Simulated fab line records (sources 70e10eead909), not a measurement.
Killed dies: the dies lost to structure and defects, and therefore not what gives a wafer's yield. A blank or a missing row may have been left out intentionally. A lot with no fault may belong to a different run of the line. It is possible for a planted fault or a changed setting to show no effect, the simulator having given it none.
fab line records -- flow nand-harc -- part 1 of 2: steps 1 to 4 of 6
[record] lots = 20, wafers = 60, last-day = 33
route steps=1302 shown P_STI@89 P_GATE@150
lots with no fault: from the same line, run without faults
start-h: hours from the record's first day to the start of the lot's first wafer shown -- wait-h: hours from the lot's prior step to this one -- " identical to the entry in the row above -- L1.1+2: a row that stands for several wafers -- - no value, or no start was given -- * or withheld: withheld -- < > ~ a bound
route shown NAME@n: a module of which the file shows steps, and the number in the route of the first -- usual: mean/standard deviation of fault-free wafers -- same: alike in all rows -- chamber/n: place in a boat -- sites: per-site readings -- _std_site: their standard deviation -- _edge_site: mean of outer sites minus mean of inner sites -- radius-mm: for every site, how far away it sits from the centre of the wafer -- mask NAME#n: copy n -- behind: the last tool/chamber to shape the wafer -- hold: what put the lot on hold/how long, in hours/how the hold closed -- device: whichever transistor did not switch (one of n, p or np) -- end of line: the route-end tests of the same wafers -- a step with no rows: only its recipe -- killed: at the first sort, the dies lost to defects and structure; wafer yield is something else -- map: per-die view of a wafer (x killed, . not killed, _ where there is no die)
set.NAME: the setting that was run; set.NAME@STEP: the one run at that earlier step -- model.NAME: the simulator's own value behind a step, which no gauge read
steps of the route over a sample of lots; a table a step, a row a wafer
services: the hour from which a tool's chamber was out of use, counted from the record's first day as start-h (under 0 if before that day), plus the number of hours and why
[[steps]]
[step NHARC_P_STI_ETCH_31]
[recipe] target-depth-a = 1089, time-s = 54.5, cf4-flow-sccm = 100, chf3-flow-sccm = 30, ar-flow-sccm = 0, rf-w = 500, bias-w = 200, chemistry = CF4/CHF3
[usual] chamber-pressure-mTorr = 25.001/0.024, drypump-motor-current-A = 5.7/0.36, mfc-ar-sccm = 0.002/0.007, oes-product-au = 0.961/0.023, rf-vpp-V = 371.2/2.6, showerhead-plenum-p-Torr = 1.59/0.075, throttle-valve-pct = 16.802/0.009
lot.wafer,tool,chamber,start-h,wait-h,chamber-pressure-mTorr,drypump-motor-current-A,mfc-ar-sccm,oes-product-au,rf-hours-counter-h,rf-vpp-V,showerhead-plenum-p-Torr,throttle-valve-pct
L074.2,rie-diel-09,1,-,-,25.004,6.0,0.001,0.933,6,366.8,1.48,16.820
L074.5,rie-diel-09,1,-,-,24.999,6.0,0.001,0.919,-,366.5,1.48,16.800
L074.6,rie-diel-09,2,-,-,25.028,5.1,0,0.938,-,373.5,1.64,16.788
L075.1,rie-diel-04,2,-,-,25.018,6.3,0,0.947,2,372.9,1.68,16.793
L075.2,rie-diel-04,3,-,-,24.992,5.5,0,0.934,2,368.4,1.47,16.800
L075.5,rie-diel-04,2,-,-,25.017,6.2,0,0.946,-,374.3,1.68,16.806
L077.4,rie-diel-04,3,-,-,25.018,5.5,0,0.961,4,367.9,1.47,16.800
L077.6,rie-diel-04,2,-,-,25.012,6.2,0,0.981,-,373.5,1.68,16.805
L077.5,rie-diel-04,3,-,-,24.998,5.5,0,0.974,-,367.9,1.47,16.798
L078.1,rie-diel-04,0,-,-,25.021,5.5,0.003,0.910,3,370.7,1.58,16.799
L078.2,rie-diel-04,1,-,-,25.004,5.2,0,0.929,3,369.2,1.57,16.797
L078.5,rie-diel-04,0,-,-,24.989,5.5,0.003,0.897,-,370.5,1.58,16.799
L080.4,rie-diel-09,0,-,-,25.009,5.4,0.003,0.973,11,373.1,1.69,16.808
L080.1,rie-diel-09,1,-,-,24.984,6.0,0.001,0.957,11,366.8,1.47,16.813
L080.6,rie-diel-09,0,-,-,24.992,5.4,0.003,0.972,-,374.6,1.69,16.800
L081.3,rie-diel-04,1,-,-,25.016,5.3,0,0.972,6,370.0,1.57,16.782
L081.1,rie-diel-04,0,-,-,24.968,5.5,0.003,0.948,6,371.8,1.57,16.802
L081.5,rie-diel-04,2,-,-,25.009,6.2,0,0.999,-,376.2,1.68,16.792
L082.4,rie-diel-09,0,-,-,24.992,5.4,0.003,0.942,14,374.3,1.69,16.809
L082.2,rie-diel-09,1,-,-,25.004,6.0,0.001,0.938,14,366.5,1.47,16.781
L082.1,rie-diel-09,3,-,-,24.987,6.0,0,0.939,14,373.9,1.64,16.808
L084.3,rie-diel-08,3,-,-,24.972,5.9,0.002,0.932,4,371.1,1.60,16.789
L084.5,rie-diel-08,1,-,-,24.998,5.5,0.031,0.911,-,370.9,1.58,16.807
L084.6,rie-diel-08,2,-,-,25.026,5.9,0,0.925,-,374.2,1.69,16.801
L085.3,rie-diel-09,2,-,-,24.997,5.1,0,0.952,1,372.3,1.64,16.807
L085.2,rie-diel-09,1,-,-,25.015,6.1,0.001,0.972,1,367.5,1.47,16.798
L085.5,rie-diel-09,2,-,-,25.012,5.1,0,0.956,-,372.2,1.64,16.818
L087.2,rie-diel-04,1,-,-,25.003,5.2,0,0.965,10,371.5,1.57,16.801
L087.3,rie-diel-04,2,-,-,25.022,6.2,0,0.977,11,374.2,1.68,16.795
L087.5,rie-diel-04,1,-,-,24.981,5.2,0,0.978,-,370.2,1.57,16.820
L088.2,rie-diel-08,0,-,-,25.009,5.7,0,0.982,6,374.6,1.63,16.815
L088.3,rie-diel-08,1,-,-,24.964,5.6,0.031,0.973,6,370.8,1.58,16.810
L088.6,rie-diel-08,0,-,-,24.971,5.7,0,0.999,-,373.4,1.63,16.800
L089.4,rie-diel-04,2,-,-,24.974,6.2,0,0.967,0,373.8,1.67,16.812
L089.2,rie-diel-04,3,-,-,24.997,5.5,0,0.963,1,367.1,1.47,16.804
L089.3,rie-diel-04,0,-,-,25.025,5.5,0.003,0.975,1,369.0,1.57,16.802
L090.3,rie-diel-08,3,-,-,24.950,5.9,0.002,0.964,1,372.1,1.60,16.798
L090.4,rie-diel-08,2,-,-,25.006,5.9,0,0.972,1,374.3,1.69,16.793
L090.5,rie-diel-08,3,-,-,25.011,5.9,0.002,0.960,-,370.7,1.60,16.805
L091.2,rie-diel-04,3,-,-,25.024,5.5,0,0.967,2,367.2,1.47,16.804
L091.5,rie-diel-04,0,-,-,25.027,5.5,0.003,0.955,-,371.6,1.57,16.804
L091.6,rie-diel-04,1,-,-,24.987,5.3,0,0.985,-,369.5,1.57,16.798
L092.4,rie-diel-09,2,-,-,24.990,5.1,0,0.961,8,372.0,1.64,16.804
L092.1,rie-diel-09,3,-,-,24.981,6.0,0,0.999,8,373.7,1.64,16.810
L092.5,rie-diel-09,1,-,-,25.006,6.0,0.001,0.971,-,366.3,1.47,16.811
L093.1,rie-diel-04,2,-,-,24.998,6.2,0,0.942,3,375.2,1.67,16.800
L093.5,rie-diel-04,2,-,-,25.007,6.3,0,0.937,-,373.5,1.67,16.802
L093.6,rie-diel-04,3,-,-,25.008,5.5,0,0.926,-,366.8,1.47,16.806
L094.3,rie-diel-09,2,-,-,25.036,5.1,0,0.986,9,373.0,1.64,16.802
L094.2,rie-diel-09,1,-,-,24.966,6.1,0.001,0.972,9,368.8,1.47,16.795
L094.5,rie-diel-09,3,-,-,24.948,6.0,0,0.996,-,371.4,1.64,16.807
L095.3,rie-diel-09,3,-,-,25.029,6.0,0,0.983,10,374.4,1.64,16.791
L095.4,rie-diel-09,0,-,-,25.009,5.4,0.003,0.959,6,373.7,1.68,16.799
L095.5,rie-diel-09,2,-,-,24.990,5.1,0,0.969,-,371.5,1.64,16.787
L096.3,rie-diel-08,1,-,-,25.011,5.5,0.031,0.945,4,371.9,1.58,16.809
L096.1,rie-diel-08,3,-,-,24.979,5.9,0.002,0.989,3,372.2,1.60,16.807
L096.5,rie-diel-08,1,-,-,24.998,5.6,0.031,0.934,-,370.6,1.57,16.795
L097.2,rie-diel-09,1,-,-,24.980,6.1,0.001,0.978,11,368.6,1.47,16.805
L097.4,rie-diel-09,2,-,-,24.998,5.1,0,0.963,12,370.9,1.64,16.808
L097.6,rie-diel-09,2,-,-,25.048,5.1,0,0.967,-,373.9,1.64,16.804
[step NHARC_P_STI_OCD_MEAS_17]
[usual] trench-depth-nm = 301/5.5, trench-foot-cd-nm = 158.5/2.1
lot.wafer,tool,chamber,start-h,wait-h,trench-depth-nm,trench-foot-cd-nm
L074.2,ocd-02,-,51.00,0.1,303,160.5
L074.5,ocd-02,-,51.00,0.1,304,161.1
L074.6,ocd-02,-,51.00,0.1,305,158.7
L075.1,ocd-01,-,59.49,0.1,311,154.3
L075.2,ocd-01,-,59.49,0.1,301,159.9
L075.5,ocd-01,-,59.49,0.1,299,162.1
L077.4,ocd-01,-,76.43,0.1,297,156.9
L077.5,ocd-01,-,76.43,0.1,296,158.2
L077.6,ocd-01,-,76.43,0.1,308,159.4
L078.1,ocd-02,-,87.39,0.1,300,161.3
L078.2,ocd-02,-,87.39,0.1,309,156.3
L078.5,ocd-02,-,87.39,0.1,295,160.7
L080.1,ocd-02,-,105.07,0.1,303,159.1
L080.4,ocd-02,-,105.07,0.1,303,161.4
L080.6,ocd-02,-,105.07,0.1,299,160.3
L081.1,ocd-01,-,119.02,0.1,297,160.2
L081.3,ocd-01,-,119.02,0.1,304,157.4
L081.5,ocd-01,-,119.02,0.1,304,158.8
L082.1,ocd-02,-,125.29,0.1,310,156.2
L082.2,ocd-02,-,125.29,0.1,299,156.4
L082.4,ocd-02,-,125.29,0.1,297,162.3
L084.3,ocd-02,-,147.09,0.1,307,156.6
L084.5,ocd-02,-,147.09,0.1,298,159.7
L084.6,ocd-02,-,147.09,0.1,300,159.9
L085.2,ocd-02,-,159.64,0.1,296,163.2
L085.3,ocd-02,-,159.64,0.1,307,158.6
L085.5,ocd-02,-,159.64,0.1,294,161.9
L087.2,ocd-02,-,173.91,0.1,305,156.0
L087.3,ocd-02,-,173.91,0.1,299,159.8
L087.5,ocd-02,-,173.91,0.1,298,155.0
L088.2,ocd-01,-,183.43,0.1,296,160.1
L088.3,ocd-01,-,183.43,0.1,304,156.7
L088.6,ocd-01,-,183.43,0.1,303,155.1
L089.2,ocd-02,-,192.93,0.1,300,156.7
L089.3,ocd-02,-,192.93,0.1,295,160.5
L089.4,ocd-02,-,192.93,0.1,307,156.5
L090.3,ocd-01,-,204.98,0.1,306,158.7
L090.4,ocd-01,-,204.98,0.1,302,157.8
L090.5,ocd-01,-,204.98,0.1,308,157.5
L091.2,ocd-01,-,216.37,0.1,297,161.8
L091.5,ocd-01,-,216.37,0.1,297,160.7
L091.6,ocd-01,-,216.37,0.1,302,159.9
L092.1,ocd-01,-,224.06,0.1,303,157.2
L092.4,ocd-01,-,224.06,0.1,306,156.0
L092.5,ocd-01,-,224.06,0.1,311,156.6
L093.1,ocd-01,-,237.42,0.1,297,158.2
L093.5,ocd-01,-,237.42,0.1,297,157.7
L093.6,ocd-01,-,237.42,0.1,303,157.1
L094.2,ocd-01,-,248.17,0.1,315,157.7
L094.3,ocd-01,-,248.17,0.1,303,156.0
L094.5,ocd-01,-,248.17,0.1,299,158.5
L095.3,ocd-01,-,254.42,0.1,306,156.9
L095.4,ocd-01,-,254.42,0.1,311,161.7
L095.5,ocd-01,-,254.42,0.1,302,162.1
L096.1,ocd-01,-,264.78,0.1,299,156.7
L096.3,ocd-01,-,264.78,0.1,308,156.7
L096.5,ocd-01,-,264.78,0.1,305,156.7
L097.2,ocd-02,-,273.75,0.1,296,157.8
L097.4,ocd-02,-,273.75,0.1,297,159.0
L097.6,ocd-02,-,273.75,0.1,305,158.9
[step NHARC_P_GATE_STRIP_108]
[recipe] o2-flow-sccm = 500, ar-flow-sccm = 0, bias-w = 0, chemistry = O2
[usual] chamber-pressure-mTorr = 60.00/0.056, drypump-motor-current-A = 5.9/0.4, mfc-ar-sccm = 0.003/0.004, oes-product-au = 1.001/0.0091, rf-vpp-V = 57.8/0.89, showerhead-plenum-p-Torr = 3.49/0.14, throttle-valve-pct = 17.036/0.0091
lot.wafer,tool,chamber,start-h,wait-h,chamber-pressure-mTorr,drypump-motor-current-A,mfc-ar-sccm,oes-product-au,rf-hours-counter-h,rf-vpp-V,showerhead-plenum-p-Torr,throttle-valve-pct
L074.2,rie-diel-02,0,107.97,-,60.01,5.8,0,1.004,3,59.0,3.73,17.036
L074.6,rie-diel-02,2,107.97,-,60.00,5.9,0,0.989,-,56.7,3.40,17.019
L074.5,rie-diel-02,3,107.97,-,60.07,5.8,0,0.996,-,58.4,3.60,17.040
L075.2,rie-diel-06,1,112.89,-,59.99,5.9,0.000,0.999,7,57.9,3.35,17.051
L075.1,rie-diel-06,3,112.89,-,60.12,5.4,0.009,1.009,8,56.7,3.61,17.047
L075.5,rie-diel-06,1,112.89,-,59.99,5.9,0.000,0.999,-,57.2,3.35,17.051
L077.4,rie-diel-06,0,127.72,-,60.01,6.6,0.005,1.003,8,58.5,3.34,17.029
L077.6,rie-diel-06,2,127.72,-,59.95,5.9,0.003,0.989,-,58.6,3.47,17.029
L077.5,rie-diel-06,3,127.72,-,59.97,5.5,0.009,1.002,-,57.7,3.61,17.049
L078.1,rie-diel-13,3,142.41,-,60.07,6.4,0.000,1.006,10,57.3,3.38,17.047
L078.2,rie-diel-13,1,142.41,-,60.05,5.7,0,0.986,10,57.3,3.51,17.024
L078.5,rie-diel-13,3,142.41,-,60.00,6.5,0.000,0.994,-,58.6,3.37,17.041
L080.4,rie-diel-06,0,159.77,-,60.03,6.6,0.005,1.004,1,57.6,3.34,17.019
L080.1,rie-diel-06,1,159.77,-,59.96,5.9,0.000,1.005,1,57.2,3.35,17.037
L080.6,rie-diel-06,1,159.77,-,60.04,5.9,0.000,1.012,-,56.4,3.35,17.038
L081.3,rie-diel-06,1,176.49,-,60.01,6.0,0.000,0.997,2,57.0,3.35,17.040
L081.1,rie-diel-06,3,176.49,-,60.07,5.5,0.009,1.003,2,58.8,3.61,17.026
L081.5,rie-diel-06,1,176.49,-,60.02,6.0,0.000,1.003,-,58.4,3.35,17.030
L082.1,rie-diel-06,0,177.00,-,60.00,6.6,0.005,0.995,2,57.4,3.34,17.041
L082.2,rie-diel-06,1,177.00,-,60.07,5.9,0.000,1.009,2,57.6,3.35,17.046
L082.4,rie-diel-06,3,177.00,-,60.02,5.4,0.009,0.998,2,58.9,3.61,17.025
L084.3,rie-diel-02,1,193.86,-,60.10,5.6,0,1.001,8,57.5,3.65,17.045
L084.6,rie-diel-02,1,193.86,-,59.91,5.7,0,0.993,-,57.6,3.65,17.051
L084.5,rie-diel-02,2,193.86,-,60.03,5.9,0,0.998,-,57.5,3.40,17.042
L085.2,rie-diel-06,2,215.39,-,60.01,5.9,0.003,1.017,6,57.3,3.47,17.028
L085.3,rie-diel-06,0,215.39,-,59.99,6.6,0.005,1.005,4,57.1,3.34,17.039
L085.5,rie-diel-06,2,215.39,-,60.07,5.9,0.003,1.010,-,57.0,3.47,17.040
L087.3,rie-diel-06,3,224.19,-,59.92,5.4,0.009,0.994,7,58.4,3.60,17.031
L087.2,rie-diel-06,0,224.19,-,60.03,6.6,0.005,1.012,5,57.4,3.34,17.031
L087.5,rie-diel-06,3,224.19,-,60.00,5.4,0.009,1.006,-,58.2,3.60,17.049
L088.3,rie-diel-06,2,241.02,-,59.96,5.9,0.003,1.012,8,57.2,3.47,17.044
L088.2,rie-diel-06,3,241.02,-,59.94,5.4,0.009,1.008,8,58.1,3.60,17.015
L088.6,rie-diel-06,2,241.02,-,60.02,6.0,0.003,1.007,-,57.1,3.47,17.028
L089.3,rie-diel-02,2,241.17,-,60.01,5.9,0,0.996,2,56.9,3.40,17.041
L089.2,rie-diel-02,3,241.17,-,60.00,5.8,0,0.995,2,58.4,3.60,17.038
L089.4,rie-diel-02,0,241.17,-,60.09,5.8,0,1.008,2,58.4,3.73,17.039
L090.3,rie-diel-13,3,260.68,-,60.06,6.5,0.000,1.020,4,58.5,3.37,17.038
L090.4,rie-diel-13,0,260.68,-,60.07,5.2,0,1.001,4,59.8,3.61,17.050
L090.5,rie-diel-13,2,260.68,-,60.13,5.4,0.013,1.007,-,59.0,3.77,17.049
L091.2,rie-diel-13,3,271.89,-,59.91,6.4,0.000,1.016,5,57.9,3.37,17.035
L091.5,rie-diel-13,2,271.89,-,60.04,5.4,0.013,0.989,-,58.4,3.77,17.035
L091.6,rie-diel-13,3,271.89,-,59.87,6.5,0.000,1.011,-,57.7,3.37,17.020
L092.1,rie-diel-06,2,276.56,-,60.00,5.9,0.003,1.011,10,58.1,3.47,17.047
L092.4,rie-diel-06,3,276.56,-,59.97,5.5,0.009,1.001,10,58.2,3.60,17.045
L092.5,rie-diel-06,2,276.56,-,60.04,6.0,0.003,1.021,-,57.3,3.47,17.029
L093.1,rie-diel-02,0,298.16,-,60.04,5.8,0,0.993,5,58.6,3.73,17.046
L093.6,rie-diel-02,2,298.16,-,59.99,5.9,0,0.986,-,56.9,3.40,17.045
L093.5,rie-diel-02,0,298.16,-,60.05,5.8,0,0.990,-,58.0,3.73,17.023
L094.2,rie-diel-06,2,304.66,-,59.99,5.9,0.003,1.027,11,58.2,3.46,17.031
L094.3,rie-diel-06,0,304.66,-,59.99,6.6,0.005,0.994,10,58.0,3.34,17.035
L094.5,rie-diel-06,3,304.66,-,60.06,5.5,0.009,1.007,-,56.9,3.60,17.048
L095.4,rie-diel-13,3,304.86,-,59.95,6.5,0.000,1.002,6,57.6,3.37,17.040
L095.3,rie-diel-13,2,304.86,-,59.94,5.4,0.013,0.997,4,58.6,3.77,17.034
L095.5,rie-diel-13,0,304.86,-,60.00,5.3,0,0.997,-,57.1,3.61,17.015
L096.1,rie-diel-06,0,318.66,-,60.02,6.6,0.005,1.010,0,57.1,3.34,17.038
L096.3,rie-diel-06,1,318.66,-,60.04,5.9,0.000,0.978,0,58.5,3.34,17.031
L096.5,rie-diel-06,2,318.66,-,60.11,5.9,0.003,0.996,-,58.8,3.47,17.047
L097.2,rie-diel-06,1,326.80,-,60.00,5.9,0.000,0.979,0,56.7,3.34,17.043
L097.4,rie-diel-06,3,326.80,-,59.98,5.5,0.009,0.998,0,58.4,3.60,17.046
L097.6,rie-diel-06,1,326.80,-,59.98,6.0,0.000,0.991,-,58.6,3.34,17.028
[step NHARC_P_GATE_DESCUM_48]
[recipe] time-s = 3, o2-flow-sccm = 200, ar-flow-sccm = 0, bias-power-w = 0, chemistry = O2
[usual] chamber-pressure-mTorr = 60.01/0.051, drypump-motor-current-A = 5.8/0.34, mfc-ar-sccm = 0.002/0.0034, oes-product-au = 0.999/0.01, rf-vpp-V = 57.8/0.9, showerhead-plenum-p-Torr = 1.92/0.08, throttle-valve-pct = 11.310/0.0094
lot.wafer,tool,chamber,start-h,wait-h,chamber-pressure-mTorr,drypump-motor-current-A,mfc-ar-sccm,oes-product-au,rf-hours-counter-h,rf-vpp-V,showerhead-plenum-p-Torr,throttle-valve-pct
L074.2,rie-diel-02,2,119.04,-,60.09,5.9,0,0.995,3.9,58.6,1.84,11.301
L074.5,rie-diel-02,2,119.04,-,60.07,5.9,0,0.997,-,57.4,1.84,11.315
L074.6,rie-diel-02,3,119.04,-,60.02,5.8,0,0.992,-,58.1,1.96,11.312
L075.1,rie-diel-13,1,124.30,-,59.95,5.8,0,1.011,9.6,57.1,1.90,11.307
L075.2,rie-diel-13,3,124.30,-,60.04,6.4,0.000,1.014,9.4,56.8,1.82,11.310
L075.5,rie-diel-13,0,124.30,-,60.08,5.2,0,1.003,-,57.2,1.96,11.327
L077.4,rie-diel-13,1,139.10,-,59.96,5.8,0,1.001,9.8,56.8,1.90,11.321
L077.5,rie-diel-13,2,139.10,-,60.05,5.4,0.013,0.990,-,59.6,2.06,11.306
L077.6,rie-diel-13,3,139.10,-,60.03,6.5,0.000,1.008,-,56.5,1.82,11.328
L078.1,rie-diel-06,0,153.63,-,60.00,6.6,0.005,1.009,0.5,57.6,1.81,11.314
L078.2,rie-diel-06,2,153.63,-,60.08,5.9,0.003,1.024,0.9,58.7,1.88,11.300
L078.5,rie-diel-06,0,153.63,-,59.98,6.6,0.005,1.009,-,56.9,1.81,11.317
L080.1,rie-diel-06,2,171.01,-,59.98,5.9,0.003,1.023,2.7,59.7,1.88,11.291
L080.4,rie-diel-06,1,171.01,-,59.94,5.9,0.000,1.012,2.3,56.4,1.81,11.305
L080.6,rie-diel-06,3,171.01,-,60.03,5.4,0.009,1.003,-,57.2,1.96,11.310
L081.1,rie-diel-02,3,187.89,-,60.04,5.8,0,0.995,6.4,58.6,1.95,11.313
L081.3,rie-diel-02,0,187.89,-,60.05,5.8,0,1.005,6.6,59.1,2.03,11.312
L081.5,rie-diel-02,0,187.89,-,59.94,5.8,0,0.998,-,57.9,2.03,11.320
L082.2,rie-diel-06,1,188.49,-,60.05,5.9,0.000,0.998,3.1,56.2,1.81,11.320
L082.4,rie-diel-06,2,188.49,-,60.05,5.9,0.003,1.007,3.8,56.9,1.88,11.309
L082.1,rie-diel-06,0,188.49,-,59.99,6.6,0.005,1.002,2.7,58.4,1.80,11.304
L084.3,rie-diel-13,1,205.17,-,60.07,5.8,0,1.002,1.8,59.3,1.90,11.309
L084.6,rie-diel-13,3,205.17,-,60.02,6.5,0.000,1.017,-,56.6,1.82,11.309
L084.5,rie-diel-13,0,205.17,-,60.01,5.2,0,0.992,-,57.0,1.96,11.310
L085.3,rie-diel-06,0,226.84,-,59.91,6.6,0.005,1.004,5.0,58.0,1.81,11.319
L085.2,rie-diel-06,1,226.84,-,59.97,5.9,0.000,1.014,5.1,56.6,1.81,11.314
L085.5,rie-diel-06,0,226.84,-,60.04,6.6,0.005,1.028,-,57.7,1.81,11.299
L087.3,rie-diel-02,3,235.56,-,59.98,5.8,0,1.001,1.5,57.2,1.95,11.313
L087.2,rie-diel-02,0,235.56,-,60.01,5.8,0,0.996,1.9,59.6,2.03,11.320
L087.5,rie-diel-02,1,235.56,-,60.03,5.6,0,0.985,-,57.4,1.98,11.306
L088.3,rie-diel-02,1,252.34,-,60.09,5.6,0,0.996,2.7,58.0,1.98,11.285
L088.2,rie-diel-02,3,252.34,-,60.01,5.8,0,0.985,1.8,57.3,1.95,11.290
L088.6,rie-diel-02,1,252.34,-,60.08,5.6,0,0.987,-,58.0,1.98,11.328
L089.2,rie-diel-06,2,252.56,-,59.98,5.9,0.003,1.016,8.4,58.7,1.88,11.323
L089.4,rie-diel-06,3,252.56,-,60.08,5.4,0.009,1.000,8.5,58.5,1.96,11.310
L089.3,rie-diel-06,1,252.56,-,59.93,5.9,0.000,1.010,6.3,58.3,1.81,11.315
L090.3,rie-diel-06,2,272.15,-,60.02,5.9,0.003,1.012,9.6,58.6,1.88,11.310
L090.4,rie-diel-06,3,272.15,-,59.93,5.4,0.009,0.998,9.9,57.6,1.96,11.302
L090.5,rie-diel-06,2,272.15,-,60.03,5.9,0.003,1.010,-,56.9,1.88,11.320
L091.2,rie-diel-06,2,283.23,-,60.04,5.9,0.003,1.013,9.9,56.9,1.88,11.314
L091.6,rie-diel-06,0,283.23,-,59.90,6.6,0.005,1.014,-,56.2,1.80,11.311
L091.5,rie-diel-06,1,283.23,-,59.95,5.9,0.000,0.996,-,58.0,1.81,11.297
L092.4,rie-diel-02,1,287.86,-,60.01,5.6,0,0.997,4.8,59.5,1.98,11.306
L092.1,rie-diel-02,2,287.86,-,60.05,5.9,0,0.991,4.1,57.6,1.84,11.318
L092.5,rie-diel-02,3,287.86,-,60.15,5.8,0,0.995,-,57.5,1.95,11.296
L093.1,rie-diel-13,1,309.41,-,60.05,5.8,0,0.987,5.7,59.1,1.90,11.313
L093.5,rie-diel-13,0,309.41,-,59.99,5.2,0,0.997,-,58.3,1.96,11.306
L093.6,rie-diel-13,1,309.41,-,59.96,5.8,0,0.987,-,57.5,1.90,11.323
L094.3,rie-diel-02,1,315.86,-,60.05,5.6,0,0.989,5.0,57.8,1.98,11.299
L094.2,rie-diel-02,3,315.86,-,60.11,5.8,0,0.990,6.5,58.4,1.95,11.305
L094.5,rie-diel-02,1,315.86,-,59.92,5.6,0,0.979,-,58.0,1.98,11.307
L095.4,rie-diel-13,3,316.03,-,60.13,6.5,0.000,1.014,5.7,57.6,1.82,11.311
L095.3,rie-diel-13,0,316.03,-,60.01,5.2,0,0.987,5.7,57.5,1.96,11.290
L095.5,rie-diel-13,0,316.03,-,59.93,5.3,0,0.996,-,57.9,1.96,11.297
L096.1,rie-diel-02,0,329.82,-,60.02,5.8,0,1.010,8.9,58.8,2.03,11.306
L096.3,rie-diel-02,2,329.82,-,59.97,5.9,0,0.992,7.7,58.6,1.84,11.309
L096.5,rie-diel-02,1,329.82,-,60.04,5.6,0,0.978,-,58.2,1.98,11.318
L097.2,rie-diel-02,0,338.04,-,59.97,5.8,0,1.009,9.0,56.7,2.03,11.295
L097.4,rie-diel-02,2,338.04,-,60.00,5.9,0,0.987,7.8,57.4,1.84,11.310
L097.6,rie-diel-02,1,338.04,-,59.98,5.6,0,0.985,-,58.9,1.98,11.332
